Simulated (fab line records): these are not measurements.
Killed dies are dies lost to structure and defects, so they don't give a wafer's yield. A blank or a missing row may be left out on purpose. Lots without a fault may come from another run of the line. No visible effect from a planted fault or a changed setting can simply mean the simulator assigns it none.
fab line records ; flow nandHarc
[record] lots = 12; wafers = 36; lastDay = 24
route steps=1159 shown A_ZERO_WELL@401 A_SOURCE_PLATE@416 A_ONON_D1@431 END@1159
lots that met no fault: from a run of the same line without faults
startH: hours from the record's first day to the start of the lot's first wafer shown ; waitH: time in hours since the lot's previous step ; " same as the row above ; L1.1+2: a single row standing in for several wafers ; - no value, or no start given ; * or withheld: withheld ; < > ~ a bound
route shown NAME@n: NAME is a module with steps in the file, n the number in the route of the first one ; usual: mean/standard deviation taken from wafers without a fault ; same: alike in all rows ; chamber/n: place in a boat ; sites: readings site by site ; _std_site: their standard deviation ; _edge_site: outer sites' mean less inner sites' ; radiusMm: for every site, how far away it sits from the centre of the wafer ; mask NAME#n: copy n ; behind: the last tool/chamber to shape the wafer ; hold: cause of the lot's hold/its duration in hours/its outcome ; device: names the non-switching transistor (n, p or np) ; end of line: the tests these same wafers got at the end of their route ; for a step that has no rows: nothing shown but its recipe ; killed: the dies lost at the first sort to structure and to defects; this is not the yield of the wafer ; map: dies across one wafer; x = killed, . = not, _ = none there
set.NAME: the setting the step ran with; set.NAME@STEP: the setting that earlier step ran with ; model.NAME: the simulator's own value behind a step, which no gauge read
the route's steps for a sample of lots (tables are steps, rows are wafers)
services: a tool's chamber out of use, with start hour (startH, from the record's first day; less than 0 if before it), hours out, and reason
[[steps]]
[step NHARC_A_ZERO_WELL_CD_MEAS_10]
[recipe] targetCdNm = 2000; landingEnergyEv = 500
[usual] cdNm = 1998.9/1.8
lot.wafer;tool;chamber;startH;waitH;cdNm
L142.1;cdSem-01;0;128.29;-;1996.4
L142.4;cdSem-01;0;128.29;-;1998.7
L142.6;cdSem-01;0;128.29;-;1997.2
L143.3;cdSem-03;0;128.95;-;1999.7
L143.4;cdSem-03;0;128.95;-;1998.5
L143.6;cdSem-03;0;128.95;-;1996.9
L144.3;cdSem-01;0;151.12;-;1997.8
L144.5;cdSem-01;0;151.12;-;1999.7
L144.6;cdSem-01;0;151.12;-;1996.4
L147.1;cdSem-02;0;165.88;-;2001.1
L147.5;cdSem-02;0;165.88;-;2000.6
L147.6;cdSem-02;0;165.88;-;1997.3
L155.1;cdSem-02;0;214.91;-;1999.5
L155.2;cdSem-02;0;214.91;-;2000.4
L155.4;cdSem-02;0;214.91;-;1999.4
L154.2;cdSem-02;0;215.47;-;1997.4
L154.5;cdSem-02;0;215.47;-;1997.9
L154.6;cdSem-02;0;215.47;-;2001.3
L153.2;cdSem-01;0;215.82;-;1997.6
L153.3;cdSem-01;0;215.82;-;1997.4
L153.5;cdSem-01;0;215.82;-;1998.9
L158.1;cdSem-03;0;237.53;-;1996.4
L158.3;cdSem-03;0;237.53;-;1997.5
L158.5;cdSem-03;0;237.53;-;2001.0
L160.1;cdSem-01;0;239.20;-;2000.0
L160.3;cdSem-01;0;239.20;-;2001.0
L160.4;cdSem-01;0;239.20;-;1998.1
L161.1;cdSem-02;0;246.81;-;1998.9
L161.4;cdSem-02;0;246.81;-;1997.9
L161.6;cdSem-02;0;246.81;-;1998.9
L162.1;cdSem-03;0;256.33;-;2000.4
L162.2;cdSem-03;0;256.33;-;1999.1
L162.5;cdSem-03;0;256.33;-;2000.3
L163.3;cdSem-02;0;258.29;-;2000.7
L163.5;cdSem-02;0;258.29;-;1998.7
L163.6;cdSem-02;0;258.29;-;2000.1
[step NHARC_A_SOURCE_PLATE_THK_MEAS_09]
[recipe] thkMeasGauge = ellipsometry
[usual] thkNm = 9.8/0.95
lot.wafer;tool;chamber;startH;waitH;thkNm
L143.3;filmMetro-02;-;136.35;0.4;9.1
L143.4;filmMetro-02;-;136.35;0.4;9.8
L143.6;filmMetro-02;-;136.35;0.4;10.2
L142.1;filmMetro-01;-;136.35;0.4;11.0
L142.4;filmMetro-01;-;136.35;0.4;10.6
L142.6;filmMetro-01;-;136.35;0.4;9.4
L144.3;filmMetro-01;-;159.65;0.4;11.9
L144.5;filmMetro-01;-;159.65;0.4;9.0
L144.6;filmMetro-01;-;159.65;0.4;9.3
L147.1;filmMetro-02;-;177.47;0.4;10.3
L147.5;filmMetro-02;-;177.47;0.4;8.7
L147.6;filmMetro-02;-;177.47;0.4;9.9
L154.2;filmMetro-02;-;223.86;0.4;11.2
L154.5;filmMetro-02;-;223.86;0.4;9.2
L154.6;filmMetro-02;-;223.86;0.4;9.6
L153.2;filmMetro-01;-;223.86;0.4;8.5
L153.3;filmMetro-01;-;223.86;0.4;9.8
L153.5;filmMetro-01;-;223.86;0.4;7.9
L155.1;filmMetro-02;-;223.86;0.4;10.9
L155.2;filmMetro-02;-;223.86;0.4;9.9
L155.4;filmMetro-02;-;223.86;0.4;8.9
L158.1;filmMetro-02;-;244.67;0.4;9.9
L158.3;filmMetro-02;-;244.67;0.4;9.5
L158.5;filmMetro-02;-;244.67;0.4;8.5
L160.1;filmMetro-02;-;254.32;0.4;10.5
L160.3;filmMetro-02;-;254.32;0.4;10.5
L160.4;filmMetro-02;-;254.32;0.4;11.4
L161.1;filmMetro-01;-;254.32;0.4;11.1
L161.4;filmMetro-01;-;254.32;0.4;13.0
L161.6;filmMetro-01;-;254.32;0.4;8.5
L162.1;filmMetro-01;-;265.20;0.4;8.6
L162.2;filmMetro-01;-;265.20;0.4;11.1
L162.5;filmMetro-01;-;265.20;0.4;8.4
L163.3;filmMetro-02;-;265.20;0.4;10.8
L163.5;filmMetro-02;-;265.20;0.4;9.0
L163.6;filmMetro-02;-;265.20;0.4;11.0
[step NHARC_A_ONON_D1_THK_MEAS_11]
[recipe] thkMeasGauge = ellipsometry
[usual] thkNm = 998/8
lot.wafer;tool;chamber;startH;waitH;thkNm
L142.1;filmMetro-02;-;152.13;-;994
L142.4;filmMetro-02;-;152.13;-;993
L142.6;filmMetro-02;-;152.13;-;993
L143.3;filmMetro-01;-;152.15;-;1009
L143.4;filmMetro-01;-;152.15;-;1008
L143.6;filmMetro-01;-;152.15;-;1012
L144.3;filmMetro-01;-;176.73;-;1000
L144.5;filmMetro-01;-;176.73;-;1004
L144.6;filmMetro-01;-;176.73;-;1001
L147.1;filmMetro-02;-;192.92;-;1011
L147.5;filmMetro-02;-;192.92;-;1012
L147.6;filmMetro-02;-;192.92;-;1010
L153.2;filmMetro-02;-;240.04;-;1012
L153.3;filmMetro-02;-;240.04;-;1011
L153.5;filmMetro-02;-;240.04;-;1010
L155.1;filmMetro-01;-;240.17;-;1000
L155.2;filmMetro-01;-;240.17;-;1001
L155.4;filmMetro-01;-;240.17;-;1000
L154.2;filmMetro-01;-;240.39;-;999
L154.5;filmMetro-01;-;240.39;-;999
L154.6;filmMetro-01;-;240.39;-;997
L158.1;filmMetro-01;-;260.23;-;988
L158.3;filmMetro-01;-;260.23;-;990
L158.5;filmMetro-01;-;260.23;-;987
L161.1;filmMetro-02;-;269.44;-;995
L161.4;filmMetro-02;-;269.44;-;995
L161.6;filmMetro-02;-;269.44;-;995
L160.1;filmMetro-01;-;269.45;-;1005
L160.3;filmMetro-01;-;269.45;-;1005
L160.4;filmMetro-01;-;269.45;-;1005
L163.3;filmMetro-02;-;282.43;-;989
L163.5;filmMetro-02;-;282.43;-;988
L163.6;filmMetro-02;-;282.43;-;990
L162.1;filmMetro-02;-;282.46;-;1000
L162.2;filmMetro-02;-;282.46;-;999
L162.5;filmMetro-02;-;282.46;-;1001
[step NHARC_A_ONON_D1_DEP_16]
[recipe] targetThkA = 10000; n2FlowSccm = 2750; n2oFlowSccm = 2000; nh3FlowSccm = 500; sih4FlowSccm = 210; tempC = 400
[usual] n2oFlowSccm = 1999/5.5; susceptorTempC = 399.99/0.2
lot.wafer;tool;chamber;startH;waitH;n2oFlowSccm;susceptorTempC
L142.1;pecvdOnon-04;0;161.51;0.1;2000;400.19
L142.4;pecvdOnon-04;0;161.51;0.1;1995;399.93
L142.6;pecvdOnon-04;0;161.51;0.1;2001;399.89
L143.3;pecvdOnon-01;0;161.62;0.2;2002;400.29
L143.4;pecvdOnon-01;0;161.62;0.2;1999;400.35
L143.6;pecvdOnon-01;0;161.62;0.2;2002;400.31
L144.3;pecvdOnon-04;0;184.74;0.2;1999;400.08
L144.5;pecvdOnon-04;0;184.74;0.2;2002;399.80
L144.6;pecvdOnon-04;0;184.74;0.2;1992;400.05
L147.1;pecvdOnon-03;0;200.08;0.1;1995;399.88
L147.5;pecvdOnon-03;0;200.08;0.1;1997;399.98
L147.6;pecvdOnon-03;0;200.08;0.1;1998;399.62
L155.1;pecvdOnon-03;0;247.22;0.1;1999;399.75
L155.2;pecvdOnon-03;0;247.22;0.1;2001;399.68
L155.4;pecvdOnon-03;0;247.22;0.1;2007;399.66
L153.2;pecvdOnon-01;0;247.27;0.1;2007;400.16
L153.3;pecvdOnon-01;0;247.27;0.1;2003;399.86
L153.5;pecvdOnon-01;0;247.27;0.1;2001;399.91
L154.2;pecvdOnon-01;0;247.62;0.5;1994;399.76
L154.5;pecvdOnon-01;0;247.62;0.5;1994;399.91
L154.6;pecvdOnon-01;0;247.62;0.5;1996;399.89
L158.1;pecvdOnon-03;0;267.59;0.3;1995;400.00
L158.3;pecvdOnon-03;0;267.59;0.3;1993;400.21
L158.5;pecvdOnon-03;0;267.59;0.3;1995;400.19
L161.1;pecvdOnon-04;0;276.58;0.1;2000;399.75
L161.4;pecvdOnon-04;0;276.58;0.1;1994;399.75
L161.6;pecvdOnon-04;0;276.58;0.1;2002;399.99
L160.1;pecvdOnon-03;0;276.58;0.1;1998;400.25
L160.3;pecvdOnon-03;0;276.58;0.1;1996;399.76
L160.4;pecvdOnon-03;0;276.58;0.1;1987;400.00
L162.1;pecvdOnon-03;0;289.62;0.1;1995;400.01
L162.2;pecvdOnon-03;0;289.62;0.1;2001;400.24
L162.5;pecvdOnon-03;0;289.62;0.1;1992;399.94
L163.3;pecvdOnon-04;0;289.71;0.2;2006;399.72
L163.5;pecvdOnon-04;0;289.71;0.2;1999;400.00
L163.6;pecvdOnon-04;0;289.71;0.2;2005;400.07
[step NHARC_A_ONON_D1_THK_MEAS_18]
[recipe] thkMeasGauge = ellipsometry
[usual] thkNm = 998/10
lot.wafer;tool;chamber;startH;waitH;thkNm
L143.3;filmMetro-02;-;162.02;-;991
L143.4;filmMetro-02;-;162.02;-;989
L143.6;filmMetro-02;-;162.02;-;990
L142.1;filmMetro-02;-;162.02;-;991
L142.4;filmMetro-02;-;162.02;-;992
L142.6;filmMetro-02;-;162.02;-;990
L144.3;filmMetro-02;-;185.14;-;1005
L144.5;filmMetro-02;-;185.14;-;1002
L144.6;filmMetro-02;-;185.14;-;1004
L147.1;filmMetro-01;-;200.59;-;1014
L147.5;filmMetro-01;-;200.59;-;1014
L147.6;filmMetro-01;-;200.59;-;1015
L153.2;filmMetro-01;-;247.72;-;303
L153.3;filmMetro-01;-;247.72;-;1013
L153.5;filmMetro-01;-;247.72;-;305
L155.1;filmMetro-01;-;247.73;-;996
L155.2;filmMetro-01;-;247.73;-;995
L155.4;filmMetro-01;-;247.73;-;995
L154.2;filmMetro-02;-;248.08;-;297
L154.5;filmMetro-02;-;248.08;-;296
L154.6;filmMetro-02;-;248.08;-;1010
L158.1;filmMetro-02;-;268.10;-;992
L158.3;filmMetro-02;-;268.10;-;991
L158.5;filmMetro-02;-;268.10;-;991
L161.1;filmMetro-01;-;277.08;-;993
L161.4;filmMetro-01;-;277.08;-;995
L161.6;filmMetro-01;-;277.08;-;995
L160.1;filmMetro-01;-;277.09;-;989
L160.3;filmMetro-01;-;277.09;-;986
L160.4;filmMetro-01;-;277.09;-;987
L163.3;filmMetro-02;-;290.11;-;999
L163.5;filmMetro-02;-;290.11;-;997
L163.6;filmMetro-02;-;290.11;-;998
L162.1;filmMetro-02;-;290.13;-;982
L162.2;filmMetro-02;-;290.13;-;982
L162.5;filmMetro-02;-;290.13;-;982
[step NHARC_END_SORT_01]
[recipe] tempC = 25
[usual] killedAtArray = 29/13; killedAtOther = 0.7/1; killedAtPeriphery = 3.2/2.3; killedDies = 33/13; killedOpen = 3.3/1.7; killedShort = 2.0/1.5
[same] grossDies = 677
lot.wafer;tool;chamber;startH;waitH;killedAtArray;killedAtOther;killedAtPeriphery;killedDies;killedOpen;killedShort
L153.2;prober-01;0;518.99;2.8;672;0;5;677;3;1
L153.3;prober-01;0;519.78;3.1;40;1;0;41;5;0
L153.5;prober-01;0;521.36;3.6;676;0;1;677;2;1
L154.2;prober-02;0;521.94;2.8;675;0;2;677;6;4
L154.5;prober-02;0;524.35;3.7;676;0;1;677;4;5
L154.6;prober-02;0;525.16;4.0;34;0;2;36;4;2
L158.1;prober-01;0;548.24;2.5;18;2;0;20;2;0
L158.3;prober-01;0;549.84;3.1;26;3;4;33;3;1
L158.5;prober-01;0;551.45;3.7;25;3;5;33;6;2
L161.1;prober-01;0;572.27;2.5;56;0;1;57;3;1
L161.4;prober-01;0;574.68;3.4;50;0;1;51;2;1
L161.6;prober-01;0;576.28;4.0;50;0;1;51;2;1
// killed by level:class
L153.2 A_ONON_D1:areaDep=637 A_SLIT:chamberFilmFlake=15 A_CHANNEL_HOLE_D1:chamberFilmFlake=13 A_CONTACT:chamberFilmFlake=4 P_CONTACT:geometricParticle:open=1 P_CONTACT:geometricParticle:short=1 A_WL_FILL:geometricParticle:open=1 A_CONTACT:geometricParticle:open=1
L153.3 A_CHANNEL_HOLE_D1:chamberFilmFlake=19 A_SLIT:chamberFilmFlake=10 A_CONTACT:chamberFilmFlake=3 A_BLC:geometricParticle:open=2 A_ZERO_WELL:chamberFilmFlake=2 A_ONON_D1:geometricParticle:open=1 A_M1:geometricParticle:open=1 STARTING-WAFER:geometricParticle:open=1
L153.5 A_ONON_D1:areaDep=638 A_CHANNEL_HOLE_D1:chamberFilmFlake=21 A_SLIT:chamberFilmFlake=11 A_ZERO_WELL:chamberFilmFlake=2 A_CONTACT:chamberFilmFlake=2 P_CONTACT:geometricParticle:open=1 A_ONON_D1:geometricParticle:short=1 A_M0:geometricParticle:open=1
L154.2 A_ONON_D1:areaDep=642 A_CHANNEL_HOLE_D1:chamberFilmFlake=17 A_CONTACT:chamberFilmFlake=6 A_CONTACT:geometricParticle:open=2 A_M1:geometricParticle:short=2 A_M1:geometricParticle:open=2 P_M1:chamberFilmFlake=2 A_CHANNEL_FILL_D1:geometricParticle:open=1
L154.5 A_ONON_D1:areaDep=639 A_CHANNEL_HOLE_D1:chamberFilmFlake=20 A_CONTACT:chamberFilmFlake=7 A_CONTACT:geometricParticle:short=2 A_ZERO_WELL:chamberFilmFlake=2 P_M0:geometricParticle:open=1 A_ONON_D1:geometricParticle:open=1 A_SGD_CUT:geometricParticle:short=1
L154.6 A_CHANNEL_HOLE_D1:chamberFilmFlake=20 A_CONTACT:chamberFilmFlake=5 A_ZERO_WELL:chamberFilmFlake=3 P_M0:geometricParticle:short=1 A_CHANNEL_HOLE_D1:geometricParticle:open=1 A_CHANNEL_FILL_D1:geometricParticle:open=1 A_STAIRCASE:geometricParticle:open=1 A_WL_FILL:geometricParticle:open=1
L158.1 A_CHANNEL_HOLE_D1:chamberFilmFlake=14 THIN_TSV:chamberFilmFlake=2 A_WL_FILL:geometricParticle:open=1 A_CONTACT:geometricParticle:open=1 A_STAIRCASE:chamberFilmFlake=1 A_CONTACT:chamberFilmFlake=1
L158.3 A_CHANNEL_HOLE_D1:chamberFilmFlake=19 A_CONTACT:chamberFilmFlake=5 THIN_TSV:chamberFilmFlake=3 P_CONTACT:geometricParticle:open=2 A_ONON_D1:geometricParticle:short=1 A_WL_FILL:geometricParticle:open=1 P_STI:chamberFilmFlake=1 P_GATE:chamberFilmFlake=1
L158.5 A_CHANNEL_HOLE_D1:chamberFilmFlake=19 A_CONTACT:geometricParticle:open=3 P_STI:chamberFilmFlake=3 THIN_TSV:chamberFilmFlake=3 A_ONON_D1:geometricParticle:open=2 P_CONTACT:geometricParticle:open=1 P_M0:geometricParticle:short=1 A_SGD_CUT:geometricParticle:short=1
L161.1 A_SLIT:chamberFilmFlake=25 A_CHANNEL_HOLE_D1:chamberFilmFlake=21 A_CONTACT:chamberFilmFlake=4 A_CONTACT:geometricParticle:open=2 A_WL_FILL:chamberFilmFlake=2 A_ONON_D1:geometricParticle:short=1 A_M0:geometricParticle:open=1 P_BONDPAD:chamberFilmFlake=1
L161.4 A_CHANNEL_HOLE_D1:chamberFilmFlake=22 A_SLIT:chamberFilmFlake=11 A_CONTACT:chamberFilmFlake=11 A_CHANNEL_FILL_D1:chamberFilmFlake=2 A_CHANNEL_FILL_D1:geometricParticle:open=1 A_CHANNEL_FILL_D1:geometricParticle:short=1 A_CONTACT:geometricParticle:open=1 P_STI:chamberFilmFlake=1
L161.6 A_CHANNEL_HOLE_D1:chamberFilmFlake=21 A_SLIT:chamberFilmFlake=12 A_CONTACT:chamberFilmFlake=9 A_CONTACT:geometricParticle:open=2 A_CHANNEL_FILL_D1:chamberFilmFlake=2 A_M1:chamberFilmFlake=2 A_CHANNEL_FILL_D1:geometricParticle:short=1 P_STI:chamberFilmFlake=1
[[services]]
tool;chamber;startH;hours;kind
pecvdOnon-03;-;153.00;13.0;pm
pecvdOnon-03;-;180.71;3.5;repair
pecvdOnon-01;-;195.31;13.0;pm
pecvdOnon-04;-;237.00;13.0;pm
[[key]]
[firstSign] step = NHARC_A_ONON_D1_THK_MEAS_18; reading = thkNm; direction = down; sigmas = 70; usual = 998; struck = 300
[effect] step = NHARC_END_SORT_01; reading = killedAtArray; direction = up; sigmas = 50; usual = 29; struck = 675
[moreKillsBornAt] NHARC_A_ONON_D1_DEP_16@pecvdOnon-01 = 2556
metAt NHARC_A_ONON_D1_DEP_16
struckLots L153,L154
struckWafers L153.2,L153.5,L154.2,L154.5
laterRowsLeftOut L153.2,L153.5,L154.2,L154.5
testerLeftOut L153,L154
notActingAt NHARC_A_ZERO_WELL_CD_MEAS_10,NHARC_A_SOURCE_PLATE_THK_MEAS_09,NHARC_A_ONON_D1_THK_MEAS_11
onsetBetween 161.62 247.27
[fault] kind = processParameterDrift; tool = pecvdOnon-01; chamber = -; onsetH = 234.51; steps = NHARC_A_ONON_D1_DEP_16; channel = targetThkA; offset = *; shape = step; endH = 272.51; scope = struckWafersOnly; actsIn = *; stated = *
// testerLeftOut: of these lots the tester's yield and bins aren't shown, on N5 and GAA mostly nor the transistor test; their killed dies are dies lost to structure and defects alone, not to doping, threshold or leakage, so they don't give the yield
// laterRowsLeftOut: the simulator's readings of these wafers behind a module that went badly wrong aren't trusted and aren't shown, but for the sort
